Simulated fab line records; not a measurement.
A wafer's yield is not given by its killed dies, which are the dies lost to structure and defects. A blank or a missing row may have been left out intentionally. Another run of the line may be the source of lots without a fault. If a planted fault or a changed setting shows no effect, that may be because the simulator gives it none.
fab line records + flow nand_harc
record
- lots=6
- wafers=16
- last_day=31
route steps=1302 shown A_SLIT@944 A_SIN_REMOVE@947 A_WL_FILL@952 A_CONTACT@983 END@1302
lots that met no fault: taken from a fault-free run of the same line
start_h: the number of hours between the record's first day and the start of the first shown wafer of the lot + wait_h: hours elapsed since this lot's preceding step + " same as the row above + L1.1+2: a single row standing in for several wafers + - no value, or no start given + * or withheld: withheld + < > ~ a bound
route shown NAME@n: a module of which the file shows steps, and the number in the route of the first + usual: the fault-free wafers' mean and standard deviation + same: alike in all rows + chamber/n: place in a boat + sites: each site's reading + _std_site: standard deviation of those values + _edge_site: outer sites' mean less inner sites' + radius_mm: how far each site lies from the wafer's centre + mask NAME#n: copy n + behind: the last tool/chamber to shape the wafer + hold: what put the lot on hold/how long, in hours/how the hold closed + device: the n, p or np transistor that did not switch + end of line: the same wafers' tests at the end of the route + step lacking rows: just its recipe + killed: not the wafer's yield, but the dies lost to structure and defects at the first sort + map: per-die view of a wafer (x killed, . not killed, _ where there is no die)
set.NAME: the setting that was run; set.NAME@STEP: the one run at that earlier step + model.NAME: the simulator's own value behind a step, which no gauge read
certain route steps with their lots: each step a table, each wafer a row
services: the hour from which a tool's chamber was out of use, counted from the record's first day as start_h (under 0 if before that day), plus the number of hours and why
## steps
# step NHARC_A_SLIT_PRECLEAN_19
# recipe
- time_s=*
- temp_c=50
- bath_age_min=0
- chemistry=SC1
# step NHARC_A_SLIT_SRD_20
# step NHARC_A_SLIT_CD_MEAS_21
# usual
- cd_nm=289.7/0.95
| lot.wafer | tool      | chamber | start_h | wait_h | cd_nm |
|-----------|-----------|---------|---------|--------|-------|
| L242.1    | cd_sem-02 | -       | 520.31  | -      | 291.0 |
| L242.3    | "         | -       | "       | "      | 290.3 |
| L242.5    | "         | -       | "       | "      | 290.4 |
| L247.1    | cd_sem-03 | -       | 566.23  | -      | 290.0 |
| L247.2    | "         | -       | "       | "      | 291.0 |
| L247.3    | "         | -       | "       | "      | 290.5 |
| L248.1    | cd_sem-03 | -       | 575.10  | -      | 291.2 |
| L248.3    | "         | -       | "       | "      | 290.4 |
| L248.4    | "         | -       | "       | "      | 290.6 |
| L251.1    | cd_sem-02 | -       | 605.24  | -      | 288.9 |
| L251.2    | "         | -       | "       | "      | 289.4 |
| L251.6    | "         | -       | "       | "      | 290.3 |
| L254.1    | cd_sem-03 | -       | 635.23  | -      | 289.3 |
| L254.2    | "         | -       | "       | "      | 289.1 |
| L255.1    | cd_sem-01 | -       | 636.68  | -      | 288.6 |
| L255.2    | "         | -       | "       | "      | 288.8 |
# step NHARC_A_SIN_REMOVE_WET_00
# recipe
- temp_c=160
- time_s=15300
- chemistry=H3PO4
# step NHARC_A_SIN_REMOVE_PRECLEAN_01
# recipe
- time_s=*
- temp_c=50
- bath_age_min=0
- chemistry=SC1
# step NHARC_A_SIN_REMOVE_SRD_02
# step NHARC_A_SIN_REMOVE_INSPECT_04
# usual
- raw_defect_count=372/76
| lot.wafer | tool              | chamber | start_h | wait_h | raw_defect_count |
|-----------|-------------------|---------|---------|--------|------------------|
| L242.1    | defect_inspect-01 | -       | 526.89  | 0.0    | 353              |
| L242.3    | "                 | -       | "       | "      | 434              |
| L242.5    | "                 | -       | "       | "      | 431              |
| L247.1    | defect_inspect-01 | -       | 572.85  | 0.0    | 381              |
| L247.2    | "                 | -       | "       | "      | 375              |
| L247.3    | "                 | -       | "       | "      | 364              |
| L248.1    | defect_inspect-02 | -       | 581.75  | 0.0    | 374              |
| L248.3    | "                 | -       | "       | "      | 278              |
| L248.4    | "                 | -       | "       | "      | 374              |
| L251.1    | defect_inspect-02 | -       | 613.31  | 0.0    | 345              |
| L251.2    | "                 | -       | "       | "      | 570              |
| L251.6    | "                 | -       | "       | "      | 306              |
| L254.1    | defect_inspect-01 | -       | 641.84  | 0.0    | 270              |
| L254.2    | "                 | -       | "       | "      | 332              |
| L255.1    | defect_inspect-02 | -       | 641.84  | 0.0    | 384              |
| L255.2    | "                 | -       | "       | "      | 324              |
# step NHARC_A_WL_FILL_ALD_00
# recipe
- target_thk_a=30
- pulse_time_s=3
- ald_cycles=30
- temp_c=300
- material=Al2O3
# usual
- heater_power_w=452/49
- precursor_pulse_height_rel=0.999/0.02
| lot.wafer | tool      | chamber | start_h | wait_h | heater_power_w | precursor_pulse_height_rel |
|-----------|-----------|---------|---------|--------|----------------|----------------------------|
| L242.1    | ald_hk-03 | 2       | 526.98  | 0.1    | 487            | 0.991                      |
| L242.3    | "         | 0       | "       | "      | 513            | 1.014                      |
| L242.5    | "         | 2       | "       | "      | 495            | 0.968                      |
| L247.1    | ald_hk-02 | 0       | 572.91  | 0.1    | 464            | 1.010                      |
| L247.2    | "         | 1       | "       | "      | 444            | 0.996                      |
| L247.3    | "         | 2       | "       | "      | 485            | 1.017                      |
| L248.3    | ald_hk-03 | 0       | 581.84  | 0.1    | 508            | 0.989                      |
| L248.4    | "         | 1       | "       | "      | 372            | 0.996                      |
| L248.1    | "         | 2       | "       | "      | 502            | 0.975                      |
| L251.1    | ald_hk-02 | 2       | 613.37  | 0.1    | 481            | 1.039                      |
| L251.2    | "         | 1       | "       | "      | 455            | 1.003                      |
| L251.6    | "         | 3       | "       | "      | 358            | 0.981                      |
| L254.1    | ald_hk-02 | 0       | 642.39  | 0.6    | 449            | 1.057                      |
| L254.2    | "         | 1       | "       | "      | 453            | 0.994                      |
| L255.2    | ald_hk-02 | 0       | 642.59  | 0.7    | 458            | 0.984                      |
| L255.1    | "         | 2       | "       | "      | 483            | 0.985                      |
# step NHARC_A_WL_FILL_RTA_01
# recipe
- temp_c=1000
- time_s=5
# usual
- lamp_power_pct=27.5/0.57
- lamp_zone_4_pct=27.5/0.57
- wafer_temp_C_max=1004.6/0.78
| lot.wafer | tool          | chamber | start_h | wait_h | lamp_power_pct | lamp_zone_4_pct | wafer_temp_C_max |
|-----------|---------------|---------|---------|--------|----------------|-----------------|------------------|
| L242.1    | rtp_anneal-01 | 0       | 527.23  | -      | 28.3           | 28.2            | 1003.5           |
| L242.3    | "             | 0       | "       | "      | 28.3           | 28.2            | 1005.5           |
| L242.5    | "             | 0       | "       | "      | 28.2           | 28.2            | 1004.7           |
| L247.1    | rtp_anneal-02 | 0       | 573.40  | -      | 27.0           | 27.0            | 1003.9           |
| L247.2    | "             | 0       | "       | "      | 27.0           | 27.1            | 1004.8           |
| L247.3    | "             | 0       | "       | "      | 27.0           | 27.1            | 1004.6           |
| L248.1    | rtp_anneal-02 | 0       | 582.08  | -      | 27.1           | 27.0            | 1004.2           |
| L248.3    | "             | 0       | "       | "      | 27.1           | 27.0            | 1004.3           |
| L248.4    | "             | 0       | "       | "      | 27.0           | 27.0            | 1004.7           |
| L251.1    | rtp_anneal-01 | 0       | 613.63  | -      | 28.2           | 28.2            | 1005.3           |
| L251.2    | "             | 0       | "       | "      | 28.2           | 28.2            | 1006.1           |
| L251.6    | "             | 0       | "       | "      | 28.3           | 28.2            | 1003.2           |
| L254.1    | rtp_anneal-02 | 0       | 642.65  | -      | 27.0           | 27.0            | 1005.7           |
| L254.2    | "             | 0       | "       | "      | 27.0           | 27.0            | 1004.5           |
| L255.1    | rtp_anneal-01 | 0       | 642.82  | -      | 28.2           | 28.2            | 1005.5           |
| L255.2    | "             | 0       | "       | "      | 28.2           | 28.2            | 1002.9           |
# step NHARC_A_WL_FILL_ALD_02
# recipe
- target_thk_a=20
- pulse_time_s=3
- ald_cycles=100
- temp_c=450
- material=TiN
# step NHARC_A_WL_FILL_CVD_03
# recipe
- target_thk_a=400
- temp_c=300
- pressure_torr=40
- wf6_flow_sccm=40
- h2_flow_sccm=1600
- ar_flow_sccm=1560
- time_s=279
- material=W
# usual
- heater_power_w=440/41
- throttle_valve_pct=7.74/0.26
| lot.wafer | tool     | chamber | start_h | wait_h | heater_power_w | throttle_valve_pct |
|-----------|----------|---------|---------|--------|----------------|--------------------|
| L242.1    | cvd_w-02 | 0       | 527.93  | 0.1    | 494            | 7.44               |
| L242.3    | "        | 1       | "       | "      | 405            | 7.83               |
| L242.5    | "        | 0       | "       | "      | 485            | 7.18               |
| L247.1    | cvd_w-02 | 0       | 574.05  | 0.1    | 476            | 7.35               |
| L247.2    | "        | 1       | "       | "      | 395            | 7.85               |
| L247.3    | "        | 0       | "       | "      | 507            | 7.49               |
| L248.1    | cvd_w-02 | 1       | 582.86  | 0.1    | 401            | 7.96               |
| L248.3    | "        | 0       | "       | "      | 488            | 7.39               |
| L248.4    | "        | 1       | "       | "      | 410            | 7.88               |
| L251.2    | cvd_w-01 | 1       | 614.30  | 0.1    | 417            | 7.98               |
| L251.1    | "        | 0       | "       | "      | 485            | 7.15               |
| L251.6    | "        | 0       | "       | "      | 482            | 7.33               |
| L254.1    | cvd_w-01 | 1       | 643.31  | 0.1    | 413            | 8.04               |
| L254.2    | "        | 1       | "       | "      | 419            | 8.21               |
| L255.1    | cvd_w-01 | 1       | 643.92  | 0.5    | 418            | 7.94               |
| L255.2    | "        | 1       | "       | "      | 411            | 7.82               |
# step NHARC_A_WL_FILL_ETCHBACK_04
# recipe
- target_depth_a=600
- time_s=120
- chemistry=NF3
# usual
- chamber_pressure_mTorr=299.99/0.28
- drypump_motor_current_A=5.88/0.26
- oes_product_au=1.000/0.009
| lot.wafer | tool         | chamber | start_h | wait_h | chamber_pressure_mTorr | drypump_motor_current_A | oes_product_au | rf_hours_counter_h |
|-----------|--------------|---------|---------|--------|------------------------|-------------------------|----------------|--------------------|
| L242.1    | rie_metal-01 | 1       | 528.26  | 0.3    | 299.80                 | 5.75                    | 1.004          | 2.3                |
| L242.3    | "            | 1       | "       | "      | 299.93                 | 5.76                    | 1.009          | -                  |
| L242.5    | "            | 0       | "       | "      | 299.43                 | 5.78                    | 1.005          | -                  |
| L247.2    | rie_metal-01 | 1       | 574.42  | 0.3    | 299.81                 | 5.79                    | 1.001          | 3.2                |
| L247.1    | "            | 0       | "       | "      | 299.19                 | 5.81                    | 1.011          | 3.2                |
| L247.3    | "            | 0       | "       | "      | 300.25                 | 5.80                    | 1.006          | -                  |
| L248.1    | rie_metal-03 | 0       | 583.18  | 0.3    | 299.78                 | 5.67                    | 1.013          | 0.9                |
| L248.3    | "            | 0       | "       | "      | 299.89                 | 5.66                    | 1.014          | -                  |
| L248.4    | "            | 1       | "       | "      | 300.16                 | 6.13                    | 0.994          | -                  |
| L251.1    | rie_metal-03 | 0       | 614.67  | 0.3    | 299.99                 | 5.68                    | 1.011          | 1.4                |
| L251.2    | "            | 1       | "       | "      | 300.18                 | 6.10                    | 0.998          | 1.4                |
| L251.6    | "            | 0       | "       | "      | 299.59                 | 5.65                    | 1.014          | -                  |
| L254.2    | rie_metal-01 | 1       | 643.99  | 0.5    | 299.61                 | 5.77                    | 0.985          | 0.9                |
| L254.1    | "            | 0       | "       | "      | 299.97                 | 5.83                    | 1.014          | 0.9                |
| L255.1    | rie_metal-03 | 0       | 644.61  | 0.6    | 300.08                 | 5.64                    | 1.005          | 2.1                |
| L255.2    | "            | 1       | "       | "      | 300.18                 | 6.12                    | 0.983          | 2.1                |
# step NHARC_A_WL_FILL_ETCHBACK_05
# recipe
- target_depth_a=220
- time_s=60
- temp_c=40
- chemistry=Cl2/BCl3
# usual
- chamber_pressure_mTorr=10.000/0.0084
- drypump_motor_current_A=5.88/0.26
- oes_product_au=1.000/0.0092
| lot.wafer | tool         | chamber | start_h | wait_h | chamber_pressure_mTorr | drypump_motor_current_A | oes_product_au | rf_hours_counter_h |
|-----------|--------------|---------|---------|--------|------------------------|-------------------------|----------------|--------------------|
| L242.1    | rie_metal-03 | 0       | 528.50  | 0.2    | 10.006                 | 5.66                    | 1.006          | 0.0                |
| L242.3    | "            | 1       | "       | "      | 10.014                 | 6.11                    | 0.997          | -                  |
| L242.5    | "            | 0       | "       | "      | 10.004                 | 5.65                    | 1.015          | -                  |
| L247.1    | rie_metal-01 | 1       | 574.66  | 0.2    | 9.997                  | 5.81                    | 1.005          | 3.3                |
| L247.2    | "            | 0       | "       | "      | 9.998                  | 5.77                    | 1.004          | 3.3                |
| L247.3    | "            | 0       | "       | "      | 9.997                  | 5.78                    | 1.012          | -                  |
| L248.1    | rie_metal-03 | 0       | 583.42  | 0.2    | 10.007                 | 5.65                    | 1.022          | 1.0                |
| L248.3    | "            | 0       | "       | "      | 10.006                 | 5.65                    | 1.011          | -                  |
| L248.4    | "            | 1       | "       | "      | 10.001                 | 6.14                    | 1.007          | -                  |
| L251.1    | rie_metal-03 | 1       | 614.91  | 0.2    | 10.009                 | 6.11                    | 1.000          | 1.5                |
| L251.2    | "            | 0       | "       | "      | 10.001                 | 5.67                    | 1.015          | 1.5                |
| L251.6    | "            | 0       | "       | "      | 10.007                 | 5.64                    | 1.009          | -                  |
| L254.2    | rie_metal-01 | 1       | 644.23  | 0.2    | 10.018                 | 5.77                    | 0.992          | 1.0                |
| L254.1    | "            | 0       | "       | "      | 10.001                 | 5.78                    | 0.998          | 1.0                |
| L255.1    | rie_metal-03 | 1       | 644.85  | 0.2    | 9.992                  | 6.12                    | 0.996          | 2.3                |
| L255.2    | "            | 0       | "       | "      | 9.997                  | 5.63                    | 1.006          | 2.3                |
# step NHARC_A_WL_FILL_STRIP_27
# recipe
- power_w=1500
- temp_c=250
- time_s=20
- chemistry=N2/H2
# step NHARC_A_WL_FILL_STRIP_28
# recipe
- time_s=1200
- temp_c=72.5
- chemistry=post_etch_residue_remover
# step NHARC_A_WL_FILL_PRECLEAN_06
# recipe
- time_s=300
- chemistry=DIW
# step NHARC_A_WL_FILL_SRD_07
# step NHARC_A_WL_FILL_ANNEAL_08
# recipe
- temp_c=450
- time_s=1800
# step NHARC_A_WL_FILL_ALD_10
# recipe
- target_thk_a=500
- pulse_time_s=10
- ald_cycles=500
- temp_c=300
- material=SiO2
# step NHARC_A_WL_FILL_ETCHBACK_16
# recipe
- target_depth_a=1200
- time_s=24
- c4f8_flow_sccm=withheld
- o2_flow_sccm=8
- ar_flow_sccm=withheld
- rf_w=600
- bias_w=800
- chemistry=C4F8/O2/Ar
# step NHARC_A_WL_FILL_STRIP_29
# recipe
- time_s=20
- o2_flow_sccm=500
- ar_flow_sccm=0
- bias_w=0
- chemistry=O2
# step NHARC_A_WL_FILL_ETCHBACK_17
# recipe
- target_depth_a=40
- time_s=26.7
- chemistry=Cl2/BCl3
# step NHARC_A_WL_FILL_PRECLEAN_18
# recipe
- time_s=30
- chemistry=dHF
# step NHARC_A_WL_FILL_SRD_21
# step NHARC_A_WL_FILL_CVD_23
# recipe
- target_thk_a=400
- temp_c=620
- pressure_mtorr=200
- time_s=800
- material=poly-Si
# step NHARC_A_WL_FILL_ETCHBACK_26
# recipe
- target_depth_a=520
- time_s=13.3
- hbr_flow_sccm=150
- rf_w=350
- icp_w=350
- bias_w=60
- chemistry=HBr
# usual
- chamber_pressure_mTorr=15.001/0.014
- drypump_motor_current_A=5.7/0.45
- oes_product_au=1.001/0.0097
- throttle_valve_pct=23.267/0.0093
| lot.wafer | tool      | chamber | start_h | wait_h | chamber_pressure_mTorr | drypump_motor_current_A | oes_product_au | rf_hours_counter_h | throttle_valve_pct |
|-----------|-----------|---------|---------|--------|------------------------|-------------------------|----------------|--------------------|--------------------|
| L242.1    | rie_si-04 | 1       | 544.02  | 0.4    | 14.995                 | 5.4                     | 1.007          | 0.1                | 23.270             |
| L242.3    | "         | 3       | "       | "      | 14.991                 | 5.0                     | 1.022          | 0.0                | 23.264             |
| L242.5    | "         | 2       | "       | "      | 15.012                 | 5.9                     | 1.002          | -                  | 23.261             |
| L247.2    | rie_si-04 | 2       | 590.14  | 0.4    | 14.986                 | 5.9                     | 1.001          | 0.3                | 23.258             |
| L247.3    | "         | 3       | "       | "      | 15.007                 | 5.0                     | 0.999          | 0.2                | 23.253             |
| L247.1    | "         | 0       | "       | "      | 15.018                 | 5.9                     | 1.006          | 0.3                | 23.259             |
| L248.4    | rie_si-05 | 1       | 599.01  | 0.4    | 14.993                 | 5.1                     | 1.002          | 0.8                | 23.266             |
| L248.3    | "         | 2       | "       | "      | 14.990                 | 5.9                     | 1.009          | 0.6                | 23.267             |
| L248.1    | "         | 3       | "       | "      | 14.997                 | 6.6                     | 0.981          | 0.6                | 23.263             |
| L251.1    | rie_si-05 | 2       | 633.27  | 0.4    | 14.999                 | 5.9                     | 0.997          | 0.9                | 23.259             |
| L251.2    | "         | 1       | "       | "      | 14.985                 | 5.1                     | 0.987          | 1.1                | 23.272             |
| L251.6    | "         | 3       | "       | "      | 14.973                 | 6.6                     | 0.996          | -                  | 23.251             |
| L255.2    | rie_si-04 | 2       | 659.82  | 0.4    | 14.986                 | 5.9                     | 1.019          | 0.9                | 23.267             |
| L255.1    | "         | 3       | "       | "      | 14.987                 | 5.0                     | 1.006          | 0.7                | 23.265             |
| L254.1    | rie_si-06 | 3       | 659.83  | 0.4    | 15.017                 | 5.4                     | 1.012          | 0.4                | 23.265             |
| L254.2    | "         | 0       | "       | "      | 15.008                 | 5.7                     | 1.009          | 0.4                | 23.269             |
# step NHARC_A_WL_FILL_PRECLEAN_30
# recipe
- time_s=10
- chemistry=dHF
# step NHARC_A_WL_FILL_SRD_14
# step NHARC_A_WL_FILL_ALD_19
# recipe
- target_thk_a=20
- pulse_time_s=3
- ald_cycles=100
- temp_c=450
- material=TiN
# step NHARC_A_WL_FILL_CVD_20
# recipe
- target_thk_a=1000
- temp_c=400
- pressure_torr=40
- wf6_flow_sccm=40
- h2_flow_sccm=1600
- ar_flow_sccm=1560
- time_s=74
- material=W
# step NHARC_A_WL_FILL_CMP_12
# recipe
- t_overpolish_s=30
- target_thk_nm=100
# step NHARC_A_WL_FILL_SRD_31
# step NHARC_A_WL_FILL_INSPECT_15
# usual
- raw_defect_count=455/120
| lot.wafer | tool              | chamber | start_h | wait_h | raw_defect_count |
|-----------|-------------------|---------|---------|--------|------------------|
| L242.1    | defect_inspect-02 | -       | 545.19  | 0.0    | 609              |
| L242.3    | "                 | -       | "       | "      | 471              |
| L242.5    | "                 | -       | "       | "      | 554              |
| L247.1    | defect_inspect-02 | -       | 591.26  | 0.0    | 428              |
| L247.2    | "                 | -       | "       | "      | 478              |
| L247.3    | "                 | -       | "       | "      | 416              |
| L248.1    | defect_inspect-01 | -       | 600.11  | 0.0    | 232              |
| L248.3    | "                 | -       | "       | "      | 360              |
| L248.4    | "                 | -       | "       | "      | 390              |
| L251.1    | defect_inspect-01 | -       | 635.72  | 0.0    | 586              |
| L251.2    | "                 | -       | "       | "      | 529              |
| L251.6    | "                 | -       | "       | "      | 438              |
| L255.1    | defect_inspect-02 | -       | 660.93  | 0.0    | 626              |
| L255.2    | "                 | -       | "       | "      | 569              |
| L254.1    | defect_inspect-02 | -       | 661.07  | 0.0    | 357              |
| L254.2    | "                 | -       | "       | "      | 344              |
# step NHARC_A_CONTACT_DEP_24
# recipe
- target_thk_a=5000
- temp_c=400
- pressure_torr=6.5
- rf_w=900
- teos_flow_sccm=161.4
- flow_sccm=2650
- target_thk_nm=500
- gas=O2
- material=SiO2
# step NHARC_A_CONTACT_DEP_28
# recipe
- target_thk_a=70000
- temp_c=400
- material=aC
# step NHARC_END_SORT_01
# recipe
- temp_c=25
# usual
- killed_at_array=56/19
- killed_at_other=1.0/1.3
- killed_at_periphery=3.8/2.2
- killed_dies=61/19
- killed_open=3.1/1.9
- killed_short=2.3/1.5
# same
- gross_dies=677
| lot.wafer | tool      | chamber | start_h | wait_h | killed_at_array | killed_at_other | killed_at_periphery | killed_dies | killed_open | killed_short |
|-----------|-----------|---------|---------|--------|-----------------|-----------------|---------------------|-------------|-------------|--------------|
| L254.2    | prober-02 | 0       | 743.64  | 2.8    | 126             | 0               | 2                   | 128         | 3           | 2            |
| L255.2    | prober-01 | 0       | 749.03  | 2.8    | 333             | 0               | 5                   | 338         | 4           | 1            |
# killed by level:class
L254.2 A_WL_FILL:area_cvd=96 A_CHANNEL_HOLE_D1:chamber_film_flake=9 A_SLIT:chamber_film_flake=8 A_CHANNEL_HOLE_D2:chamber_film_flake=3 A_CONTACT:chamber_film_flake=3 A_CHANNEL_FILL_D1:chamber_film_flake=2 P_CONTACT:geometric_particle:open=1 A_CHANNEL_FILL_D1:geometric_particle:short=1
L255.2 A_WL_FILL:area_cvd=245 A_CHANNEL_HOLE_D1:chamber_film_flake=33 A_SLIT:chamber_film_flake=29 A_CHANNEL_HOLE_D2:chamber_film_flake=14 P_GATE:chamber_film_flake=4 A_CONTACT:chamber_film_flake=4 A_ZERO_WELL:chamber_film_flake=2 P_CONTACT:geometric_particle:open=1
# map L254.2 (x killed, . not)
____________x____________
_________......._________
_______..........._______
______.....x.x.....______
_____....x.x........_____
____x.....x..x.......____
____.....xx..........____
___...x...............___
___.......x.......x...___
__...............x.....__
__...........x.........__
_.....................x._
_...x....x.......x......_
_......x.....x.........._
_...x......x...x........_
_..x..x.x.x.x.....x....._
..x....xx..x..x.x......x.
................x.x......
.x.....x....x............
........x.....xx.x.x.....
..x........x.x.x.x..x....
_.....xxxx.....x.x.....x_
_.xx.x..x.x.x.x.....x..._
_...xx.x.x.x...x........_
_....xx...x....x.x..x..._
_x..xxx..x.xx..........._
__x.x.x....x.....xx....__
__...x.x..x...x..x....x__
___.....x.x.x....x..xx___
___xx............x....___
____..........x.x....____
____...x....xx..x....____
_____.xx....x...xx.._____
______..x.x.......x______
_______..x.xxx...._______
_________.x....x_________
____________.____________
# map L255.2 (x killed, . not)
____________.____________
_________......._________
_______..........._______
______.............______
_____.........x....._____
____.................____
____.x.......x.......____
___........xx.........___
___....x.x.x..x.x.xx..___
__......xxxxx.xx.......__
__...xxx.xxx.xxxxx....x__
_.....xxxxxx.x.x..x.xx.x_
_...xx.xxxxxxxxxx.xxxx.._
_...x.xxxxxxxxxxxxx.xxxx_
_...xx.xxxxxxxxxxxx.xxxx_
_...xxxxxxxxxxxxxxxxx.xx_
....xx.xxxxxxxxxxx.xxxxx.
....x.xxxxxxxxxxxxxxxxxxx
....xxxxxxxxxxxxxxxx.x.xx
...x..xxxxxxxxxxxxxxxxx.x
..xx.xxxxxxxxxxxx.xx.....
_....xxxxxxxxxxxxxxx.x.._
_...xxxxxxxxxxxxxxxxx.x._
_..x.x.xxxxxxxxxxxxx...._
_..x.x.xxxxxxxxxx.x.xx.x_
_.......xxxxxxxxxxx..x.._
__..x...xxxxxxxxx......__
__...xxx.xxxxxxxxxx....__
___.....xxxx.x.x..xx..___
___.x..xxxxxxxxx.xx...___
____......xxxxx......____
____.....xx.xxx......____
_____.........x....._____
______......x......______
_______..........._______
_________......._________
____________.____________
## services
| tool         | chamber | start_h | hours | kind       |
|--------------|---------|---------|-------|------------|
| rie_si-04    | -       | 504.59  | 0.7   | repair     |
| rie_metal-03 | -       | 519.00  | 9.0   | pm         |
| rie_metal-03 | 0       | 519.00  | 9.0   | vent_cycle |
| rie_metal-03 | 1       | 519.00  | 9.0   | vent_cycle |
| rie_si-04    | -       | 519.00  | 9.0   | pm         |
| rie_metal-01 | -       | 528.47  | 0.2   | repair     |
| rie_si-05    | 0       | 531.24  | 6.7   | repair     |
| ald_hk-02    | -       | 532.13  | 10.0  | pm         |
| rie_si-06    | -       | 535.44  | 1.8   | repair     |
| cvd_w-01     | 1       | 535.56  | 2.7   | repair     |
| cvd_w-02     | 0       | 536.92  | 12.9  | repair     |
| cvd_w-01     | -       | 547.08  | 13.0  | pm         |
| ald_hk-03    | -       | 568.80  | 10.0  | pm         |
| rie_si-04    | 3       | 569.35  | 7.1   | repair     |
| rie_si-05    | 1       | 569.46  | 1.9   | repair     |
| rie_metal-01 | -       | 575.00  | 9.0   | pm         |
| rie_si-04    | -       | 598.52  | 1.5   | repair     |
| rie_si-06    | -       | 603.00  | 9.0   | pm         |
| cvd_w-02     | -       | 631.00  | 13.0  | pm         |
| cvd_w-01     | 0       | 633.03  | 17.1  | repair     |
| rie_metal-03 | -       | 648.30  | 0.3   | repair     |
| cvd_w-01     | 1       | 651.74  | 13.6  | repair     |
| rie_metal-01 | 1       | 654.86  | 1.7   | repair     |
| rie_si-05    | -       | 659.04  | 9.0   | pm         |
## key
first_sign
- step=NHARC_END_SORT_01
- reading=killed_at_array
- direction=up
- sigmas=9.3
- usual=56
- struck=230
effect
- step=NHARC_END_SORT_01
- reading=killed_dies
- direction=up
- sigmas=9.1
- usual=61
- struck=233
more_kills_born_at
- NHARC_A_WL_FILL_CVD_03@cvd_w-01=341
met_at NHARC_A_WL_FILL_CVD_03
struck_wafers L254.2,L255.2
tester_left_out L254,L255
fault
- kind=process_parameter_drift
- tool=cvd_w-01
- chamber=-
- onset_h=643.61
- steps=NHARC_A_WL_FILL_CVD_03
- channel=target_thk_a
- offset=*
- shape=step
- end_h=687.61
- scope=struck_wafers_only
- acts_in=*
- stated=*
# tester_left_out: of these lots the tester's yield and bins aren't shown, on N5 and GAA mostly nor the transistor test; their killed dies are dies lost to structure and defects alone, not to doping, threshold or leakage, so they don't give the yield
